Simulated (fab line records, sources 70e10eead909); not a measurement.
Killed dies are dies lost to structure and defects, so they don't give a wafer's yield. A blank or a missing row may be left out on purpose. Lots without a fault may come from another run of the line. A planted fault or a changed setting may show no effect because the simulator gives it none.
A struck lot beside a sound one | flow nand_harc | 42 steps out of a route of 1159
Sound: wafers L464.1, L464.2, L464.5. Struck: wafers L459.1, L459.2, L459.6. The cause comes at the end.
At each step with rows: each side's tool, then ch and its chambers, then its first start. Under that, the readings that differ: sound wafers | struck wafers | difference of the means | sigmas: that difference in standard deviations of wafers without a fault.
alike: readings whose means differ by less than 2 such deviations, and words and numbers that are the same on both sides. not compared: withheld readings, readings that some wafer has no value for, bounds like >300 that may hide the same value, and numbers for which the record gives no deviation and whose values overlap.
The two part at a step that has a row with sigmas, a row that says differs or no value, or rows on one side only. Numbers that don't overlap but have no deviation are shown without sigmas and don't part them. A reading that every wafer of one side lacks parts them only if that side has two wafers or more.

first, 11 steps without rows for these wafers: NHARC_P_ZERO_WELL_HARDBAKE_12 (time 65 s); NHARC_P_ZERO_WELL_DESCUM_13 (chemistry O2, time 3 s); NHARC_P_ZERO_WELL_ETCH_65 (etches the open film in N2/H2, target depth 80 nm, overetch 24 nm, time 87.88 s); NHARC_P_ZERO_WELL_ETCH_62 (etches the open film in CHF3/Ar, target depth 13 nm, time 6.5 s); NHARC_P_ZERO_WELL_ETCH_63 (etches the open film in HBr/Cl2, target depth 120 nm, time 40.1 s); NHARC_P_ZERO_WELL_STRIP_15 (strips in SPM, time 900 s); NHARC_P_ZERO_WELL_DEHYDRATE_16 (time 120 s); NHARC_P_ZERO_WELL_HMDS_17 (time 30 s); NHARC_P_ZERO_WELL_COAT_18; NHARC_P_ZERO_WELL_SOFTBAKE_19 (time 95 s); NHARC_P_ZERO_WELL_EBR_20.
NHARC_P_ZERO_WELL_EXPOSE_21: exposes mask P NWELL, target cd 720 nm.
  sound on krf_scanner-02 ch 0, day 6 14:32; struck on krf_scanner-03, day 5 08:22
  no value came back on the struck wafers for exposure_dose_mJ_cm2, focus_offset_nm (nm); on the sound wafers exposure_dose_mJ_cm2 reads 22.296 22.309 22.299
  alike: mask
then, 2 steps without rows for these wafers: NHARC_P_ZERO_WELL_PEB_22 (peb time 85 s); NHARC_P_ZERO_WELL_DEVELOP_23 (time 70 s).
NHARC_P_ZERO_WELL_CD_MEAS_24: target cd 720 nm.
  sound on cd_sem-03 ch 0, day 6 14:41; struck on cd_sem-02 ch 0, day 5 08:31
  reading    | sound             | struck | difference                    | sigmas
  cd_nm (nm) | 722.8 720.1 722.8 | - - -  | no value on the struck wafers |
then, 1 step without rows for these wafers: NHARC_P_ZERO_WELL_HARDBAKE_25 (time 80 s).
NHARC_P_ZERO_WELL_DESCUM_26: chemistry O2, time 3 s.
  sound on rie_diel-03 ch 0,2,3, day 6 14:52; struck on rie_diel-04 ch 0,3, day 5 08:41
  reading                      | sound             | struck            | difference | sigmas
  model.P_ZERO_WELL.cd_nm (nm) | 722.7 719.9 722.9 | 499.6 501.8 498.8 | -221.8     |
  alike: drypump_motor_current_A, oes_product_au, rf_vpp_V, showerhead_plenum_p_Torr, throttle_valve_pct
  not compared: rf_hours_counter_h
then, 23 steps without rows for these wafers: NHARC_P_ZERO_WELL_IMPLANT_27; NHARC_P_ZERO_WELL_IMPLANT_57; NHARC_P_ZERO_WELL_IMPLANT_58; NHARC_P_ZERO_WELL_STRIP_28 (strips in SPM, time 840 s); NHARC_P_ZERO_WELL_DEHYDRATE_29 (time 120 s); NHARC_P_ZERO_WELL_HMDS_30 (time 30 s); NHARC_P_ZERO_WELL_COAT_31; NHARC_P_ZERO_WELL_SOFTBAKE_32 (time 95 s); NHARC_P_ZERO_WELL_EBR_33; NHARC_P_ZERO_WELL_EXPOSE_34 (exposes mask P PWELL, target cd 720 nm); NHARC_P_ZERO_WELL_PEB_35 (peb time 85 s); NHARC_P_ZERO_WELL_DEVELOP_36 (time 70 s); NHARC_P_ZERO_WELL_HARDBAKE_38 (time 80 s); NHARC_P_ZERO_WELL_DESCUM_39 (chemistry O2, time 3 s); NHARC_P_ZERO_WELL_IMPLANT_40; NHARC_P_ZERO_WELL_IMPLANT_59; NHARC_P_ZERO_WELL_IMPLANT_60; NHARC_P_ZERO_WELL_STRIP_41 (strips in SPM, time 840 s); NHARC_P_ZERO_WELL_DEHYDRATE_44 (time 120 s); NHARC_P_ZERO_WELL_HMDS_45 (time 30 s); NHARC_P_ZERO_WELL_COAT_46; NHARC_P_ZERO_WELL_SOFTBAKE_47 (time 95 s); NHARC_P_ZERO_WELL_EBR_48.
NHARC_P_ZERO_WELL_INSPECT_43:
  sound on defect_inspect-02, day 6 19:46; struck on defect_inspect-01, day 5 13:46
  reading          | sound   | struck         | difference | sigmas
  raw_defect_count | 10 6 12 | 1082 1110 1142 | +1102      | +99 or more
-- the record jumps here: 18 days lie between the struck wafers' starts before and after (it left off in module P_ZERO_WELL and takes up again in module END, whose first step shown is number 1159 of the route) --
NHARC_END_SORT_01:
  the record has rows for the struck wafers here (prober-01 ch 0, day 23 06:30) and none for the sound ones

WHERE THEY PART
First at NHARC_P_ZERO_WELL_EXPOSE_21; last, within this record, at NHARC_END_SORT_01.

WHY: what the simulator had put in
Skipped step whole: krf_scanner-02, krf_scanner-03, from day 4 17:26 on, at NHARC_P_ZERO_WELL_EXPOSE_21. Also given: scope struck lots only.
